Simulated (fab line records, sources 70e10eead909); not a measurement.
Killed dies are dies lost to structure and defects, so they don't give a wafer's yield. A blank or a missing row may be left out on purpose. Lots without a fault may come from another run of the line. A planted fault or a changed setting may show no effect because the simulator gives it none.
fab line records | flow nand_harc
record lots=13 wafers=38 last_day=33
route steps=1302 shown P_ZERO_WELL@9 P_STI@88 P_GATE@143 END@1302
lots that met no fault: from a run of the same line without faults
start_h: hours from the record's first day to the start of the lot's first wafer shown | wait_h: hours since the lot's step before | " the same as in the row above | L1.1+2: a row that stands for several wafers | - no value, or no start given | * or withheld: withheld | < > ~ a bound
route shown NAME@n: a module of which the file shows steps, and the number in the route of the first | usual: mean/standard deviation of fault-free wafers | same: alike in all rows | chamber/n: place in a boat | sites: the reading at each site | _std_site: their standard deviation | _edge_site: outer sites' mean less inner sites' | radius_mm: how far each site lies from the wafer's centre | mask NAME#n: copy n | behind: the tool/chamber that last shaped the wafer | hold: why the lot was held/for how many hours/how that ended | device: the transistor (n, p or np) that didn't switch | end of line: the same wafers' tests at the end of the route | a step without rows: its recipe alone | killed: dies lost to structure and defects at the first sort, not the wafer's yield | map: a wafer's dies, x killed, . not, _ none there
set.NAME: the setting as run; set.NAME@STEP: as run at that earlier step | model.NAME: the simulator's own value behind a step, which no gauge read
steps of the route over a sample of lots; a table a step, a row a wafer
services: from which hour (start_h, from the record's first day; less than 0 if before it) a tool's chamber was out of use, for how many hours, and why
## steps
# step NHARC_P_ZERO_WELL_SOFTBAKE_06
# recipe temp_c=125 time_s=70
# usual heater_power_total_W=200.9/1.3
# columns lot.wafer tool chamber start_h wait_h heater_power_total_W
L123.1 litho_track-07 0 20 - 200.0
L123.3 " 0 " " 202.6
L123.4 " 0 " " 202.8
L124.2 litho_track-05 0 30 - 201.8
L124.3 " 0 " " 199.1
L124.6 " 0 " " 202.6
L131.1 litho_track-07 0 100 - 202.7
L131.3 " 0 " " 206.5
L131.6 " 0 " " 201.9
L135.2 litho_track-07 0 140 - 202.5
L135.4 " 0 " " 198.8
L136.1 litho_track-05 0 150 - 201.8
L136.2 " 0 " " 199.9
L136.4 " 0 " " 200.0
L137.3 litho_track-02 0 160 - 199.1
L137.4 " 0 " " 199.9
L137.6 " 0 " " 202.5
L138.1 litho_track-05 0 170 - 202.4
L138.2 " 0 " " 200.0
L138.3 " 0 " " 198.9
L141.2 litho_track-07 0 200 - 199.5
L141.3 " 0 " " 201.4
L141.4 " 0 " " 198.9
L142.1 litho_track-07 0 210 - 201.5
L142.2 " 0 " " 199.5
L142.5 " 0 " " 202.7
L143.2 litho_track-07 0 220 - 199.6
L143.3 " 0 " " 202.6
L143.5 " 0 " " 198.8
L144.1 litho_track-05 0 230 - 198.8
L144.2 " 0 " " 200.4
L144.3 " 0 " " 200.1
L145.1 litho_track-05 0 240 - 200.4
L145.2 " 0 " " 200.0
L145.4 " 0 " " 202.5
L146.2 litho_track-07 0 250 - 199.3
L146.4 " 0 " " 199.7
L146.6 " 0 " " 201.7
# step NHARC_P_ZERO_WELL_CD_MEAS_37
# recipe target_cd_nm=720 landing_energy_ev=500
# usual cd_nm=719.7/1.5
# columns lot.wafer tool chamber start_h wait_h cd_nm
L123.1 cd_sem-01 0 24.39 - 719.5
L123.3 " 0 " " 720.7
L123.4 " 0 " " 720.4
L124.2 cd_sem-02 0 36.85 - 717.8
L124.3 " 0 " " 718.0
L124.6 " 0 " " 717.9
L131.1 cd_sem-03 0 104.42 - 720.0
L131.3 " 0 " " 719.0
L131.6 " 0 " " 718.9
L135.2 cd_sem-02 0 146.37 - 720.0
L135.4 " 0 " " 719.4
L136.1 cd_sem-02 0 154.26 - 719.6
L136.2 " 0 " " 719.1
L136.4 " 0 " " 717.7
L137.3 cd_sem-03 0 164.00 - 718.8
L137.4 " 0 " " 717.6
L137.6 " 0 " " 719.5
L138.1 cd_sem-03 0 174.08 - 719.2
L138.2 " 0 " " 722.9
L138.3 " 0 " " 721.5
L141.2 cd_sem-03 0 204.28 - 720.8
L141.3 " 0 " " 721.8
L141.4 " 0 " " 719.1
L142.1 cd_sem-03 0 216.03 - 718.5
L142.2 " 0 " " 719.2
L142.5 " 0 " " 719.3
L143.2 cd_sem-03 0 224.23 - 717.6
L143.3 " 0 " " 719.1
L143.5 " 0 " " 719.3
L144.1 cd_sem-03 0 234.14 - 720.0
L144.2 " 0 " " 719.3
L144.3 " 0 " " 721.2
L145.1 cd_sem-02 0 244.13 - 719.0
L145.2 " 0 " " 720.4
L145.4 " 0 " " 719.8
L146.2 cd_sem-02 0 254.24 - 718.7
L146.4 " 0 " " 720.3
L146.6 " 0 " " 719.5
# step NHARC_P_STI_ETCH_42
# recipe target_depth_a=800 overetch_a=240 time_s=61 ion_energy_ev=200 n2_flow_sccm=150 h2_flow_sccm=150 ar_flow_sccm=0 rf_w=400 bias_w=150 chemistry=N2/H2
# usual chamber_pressure_mTorr=30.002/0.028 drypump_motor_current_A=5.9/0.44 oes_product_au=0.998/0.0091 rf_vpp_V=429.6/2.2 showerhead_plenum_p_Torr=2.01/0.075 throttle_valve_pct=14.171/0.0088
# same time_s=61
# columns lot.wafer tool chamber start_h wait_h chamber_pressure_mTorr drypump_motor_current_A oes_product_au rf_hours_counter_h rf_vpp_V showerhead_plenum_p_Torr throttle_valve_pct
L123.1 rie_diel-12 2 44.11 0.1 30.000 5.7 1.007 10 429.0 1.99 14.171
L123.4 " 3 " " 30.009 5.8 1.014 9 432.9 2.15 14.166
L123.3 " 0 " " 29.993 5.4 0.990 9 433.2 2.14 14.192
L124.3 rie_diel-09 1 56.73 0.1 29.956 5.4 0.995 5 425.4 1.91 14.173
L124.2 " 3 " " 29.998 5.8 1.006 4 428.5 2.01 14.167
L124.6 " 2 " " 30.025 6.7 0.994 - 427.5 1.96 14.164
L131.3 rie_diel-07 2 128.18 0.1 30.014 6.1 0.980 0 433.3 2.10 14.177
L131.1 " 0 " " 30.059 5.8 1.003 0 429.2 2.04 14.189
L131.6 " 2 " " 29.966 6.1 0.990 - 433.2 2.10 14.173
L135.2 rie_diel-09 0 170.71 0.1 30.009 6.9 1.001 1 429.0 1.96 14.184
L135.4 " 0 " " 29.994 6.8 1.000 - 428.8 1.96 14.171
L136.1 rie_diel-07 2 173.27 0.1 29.946 6.1 0.994 3 431.9 2.10 14.169
L136.2 " 0 " " 30.002 5.8 0.997 3 430.6 2.04 14.167
L136.4 " 1 " " 30.024 5.5 0.994 2 427.3 1.95 14.174
L137.3 rie_diel-07 0 186.50 0.1 29.962 5.8 0.998 3 429.3 2.04 14.161
L137.4 " 1 " " 30.027 5.5 0.992 3 428.7 1.95 14.192
L137.6 " 0 " " 30.001 5.8 0.986 - 430.7 2.04 14.160
L138.3 rie_diel-07 1 194.98 0.1 30.005 5.5 0.973 3 428.2 1.95 14.166
L138.2 " 3 " " 30.047 5.8 1.003 3 429.0 2.02 14.183
L138.1 " 0 " " 30.002 5.8 0.985 4 430.9 2.04 14.166
L141.4 rie_diel-09 1 226.13 0.1 30.029 5.4 1.011 3 427.6 1.91 14.162
L141.3 " 2 " " 30.022 6.7 1.009 3 428.0 1.96 14.171
L141.2 " 3 " " 29.998 5.8 1.004 3 429.5 2.00 14.181
L142.1 rie_diel-12 2 234.35 0.1 29.988 5.7 1.011 10 429.7 1.98 14.165
L142.2 " 0 " " 30.020 5.4 0.997 13 433.1 2.14 14.174
L142.5 " 2 " " 29.960 5.7 1.002 - 428.7 1.98 14.158
L143.3 rie_diel-09 1 242.64 0.1 30.023 5.4 0.998 4 427.7 1.91 14.186
L143.2 " 2 " " 29.975 6.7 0.995 4 427.6 1.96 14.160
L143.5 " 0 " " 29.998 6.8 1.001 - 427.5 1.96 14.165
L144.2 rie_diel-09 2 254.92 0.1 30.043 6.7 0.990 4 428.0 1.96 14.156
L144.3 " 0 " " 30.002 6.8 1.000 5 428.6 1.96 14.153
L144.1 " 1 " " 29.976 5.4 0.991 5 425.2 1.91 14.170
L145.4 rie_diel-12 0 262.33 0.1 30.040 5.4 0.986 15 433.5 2.14 14.176
L145.1 " 1 " " 29.997 5.7 0.989 9 425.0 1.89 14.173
L145.2 " 2 " " 29.953 5.7 1.002 12 429.2 1.98 14.162
L146.4 rie_diel-09 2 272.43 0.1 29.956 6.7 1.003 5 428.4 1.96 14.176
L146.2 " 0 " " 30.005 6.8 0.996 6 428.8 1.96 14.166
L146.6 " 2 " " 30.018 6.7 1.002 - 427.1 1.96 14.186
# step NHARC_P_GATE_INSPECT_28
# usual raw_defect_count=7/3.1
# columns lot.wafer tool chamber start_h wait_h raw_defect_count
L123.1 defect_inspect-02 - 99.26 0.0 6
L123.3 " - " " 6
L123.4 " - " " 5
L124.2 defect_inspect-02 - 111.28 0.0 10
L124.3 " - " " 7
L124.6 " - " " 10
L131.1 defect_inspect-02 - 181.22 0.0 6
L131.3 " - " " 15
L131.6 " - " " 10
L135.2 defect_inspect-01 - 221.94 0.0 4
L135.4 " - " " 10
L136.1 defect_inspect-02 - 222.07 0.0 4
L136.2 " - " " 6
L136.4 " - " " 7
L137.3 defect_inspect-01 - 238.96 0.0 10
L137.4 " - " " 4
L137.6 " - " " 5
L138.1 defect_inspect-01 - 245.12 0.1 7
L138.2 " - " " 10
L138.3 " - " " 9
L141.2 defect_inspect-01 - 280.44 0.0 6
L141.3 " - " " 7
L141.4 " - " " 6
L142.1 defect_inspect-01 - 284.01 0.0 11
L142.2 " - " " 9
L142.5 " - " " 5
L143.2 defect_inspect-01 - 291.32 0.0 4
L143.3 " - " " 6
L143.5 " - " " 6
L144.1 defect_inspect-01 - 317.81 0.0 4
L144.2 " - " " 7
L144.3 " - " " 9
L145.1 defect_inspect-01 - 322.55 0.0 11
L145.2 " - " " 5
L145.4 " - " " 4
L146.2 defect_inspect-01 - 329.73 0.0 11
L146.4 " - " " 6
L146.6 " - " " 9
# step NHARC_END_SORT_01
# recipe temp_c=25
# usual killed_at_array=49/18 killed_at_other=0.8/1 killed_at_periphery=4.2/2.8 killed_dies=54/18 killed_open=3.0/1.7 killed_short=2.5/1.6
# same gross_dies=677
# columns lot.wafer tool chamber start_h wait_h killed_at_array killed_at_other killed_at_periphery killed_dies killed_open killed_short
L124.2 prober-01 0 615.36 2.8 33 1 2 36 1 1
L124.3 prober-01 0 616.17 3.1 71 0 5 76 2 4
L124.6 prober-01 0 618.59 4.0 66 2 2 70 2 2
L136.2 prober-02 0 720.24 2.8 25 3 6 34 4 2
# killed by level:class
L124.2 A_CHANNEL_HOLE_D1:chamber_film_flake=14 A_CHANNEL_HOLE_D2:chamber_film_flake=7 A_CONTACT:chamber_film_flake=5 A_STAIRCASE:chamber_film_flake=3 A_CHANNEL_FILL_D1:chamber_film_flake=2 P_M2:geometric_particle:open=1 A_ONON_D1:geometric_particle:short=1 P_BONDPAD:chamber_film_flake=1
L124.3 A_CHANNEL_HOLE_D1:chamber_film_flake=39 A_CHANNEL_HOLE_D2:chamber_film_flake=17 A_CONTACT:chamber_film_flake=4 A_CHANNEL_FILL_D1:chamber_film_flake=3 A_STAIRCASE:chamber_film_flake=3 A_BLC:chamber_film_flake=2 P_CONTACT:geometric_particle:short=1 P_M0:geometric_particle:open=1
L124.6 A_CHANNEL_HOLE_D2:chamber_film_flake=23 A_CHANNEL_HOLE_D1:chamber_film_flake=22 A_BLC:chamber_film_flake=5 A_STAIRCASE:chamber_film_flake=4 A_CHANNEL_FILL_D1:chamber_film_flake=3 A_CONTACT:chamber_film_flake=2 A_ZERO_WELL:chamber_film_flake=2 THIN_TSV:chamber_film_flake=2
L136.2 A_SLIT:chamber_film_flake=12 A_CHANNEL_HOLE_D1:chamber_film_flake=4 A_STAIRCASE:chamber_film_flake=4 P_ZERO_WELL:chamber_film_flake=2 A_CONTACT:chamber_film_flake=2 P_CONTACT:geometric_particle:open=1 P_M0:geometric_particle:short=1 A_ONON_D2:geometric_particle:short=1
## services
# columns tool chamber start_h hours kind
rie_diel-09 0 -0.40 - clean
rie_diel-09 1 -0.40 - clean
rie_diel-09 2 -0.40 - clean
rie_diel-09 - 26.07 0.7 repair
rie_diel-07 3 47.27 6.2 repair
litho_track-02 - 52.00 7.0 pm
rie_diel-12 1 75.18 77.9 repair
litho_track-07 - 76.02 7.0 pm
rie_diel-12 - 91.43 9.0 pm
rie_diel-12 3 106.98 16.2 repair
rie_diel-07 - 117.25 9.0 pm
litho_track-05 - 124.00 7.0 pm
rie_diel-12 2 127.68 8.0 repair
rie_diel-07 3 130.08 8.3 repair
rie_diel-07 1 141.65 5.1 repair
rie_diel-09 - 143.10 9.0 pm
rie_diel-12 2 146.28 9.7 repair
rie_diel-09 - 163.58 0.4 repair
rie_diel-09 2 167.88 9.0 repair
rie_diel-12 2 187.25 2.9 repair
rie_diel-09 - 214.93 3.0 repair
litho_track-02 - 227.00 7.0 pm
litho_track-07 - 251.02 7.0 pm
rie_diel-12 - 268.43 9.0 pm
## key
first_sign step=NHARC_P_ZERO_WELL_SOFTBAKE_06 reading=heater_power_total_W direction=up sigmas=4.1 usual=* struck=*
effect none on later readings
met_at NHARC_P_ZERO_WELL_SOFTBAKE_06
struck_lots L131
struck_wafers L131.3
tester_left_out L131
not_acting_at NHARC_P_ZERO_WELL_CD_MEAS_37,NHARC_P_STI_ETCH_42,NHARC_P_GATE_INSPECT_28
onset_between 20 100
fault kind=process_parameter_drift tool=litho_track-07 chamber=- onset_h=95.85 steps=NHARC_P_ZERO_WELL_SOFTBAKE_06 channel=time_s offset=* shape=step end_h=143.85 scope=struck_wafers_only acts_in=* stated=*
# tester_left_out: of these lots the tester's yield and bins aren't shown, on N5 and GAA mostly nor the transistor test; their killed dies are dies lost to structure and defects alone, not to doping, threshold or leakage, so they don't give the yield
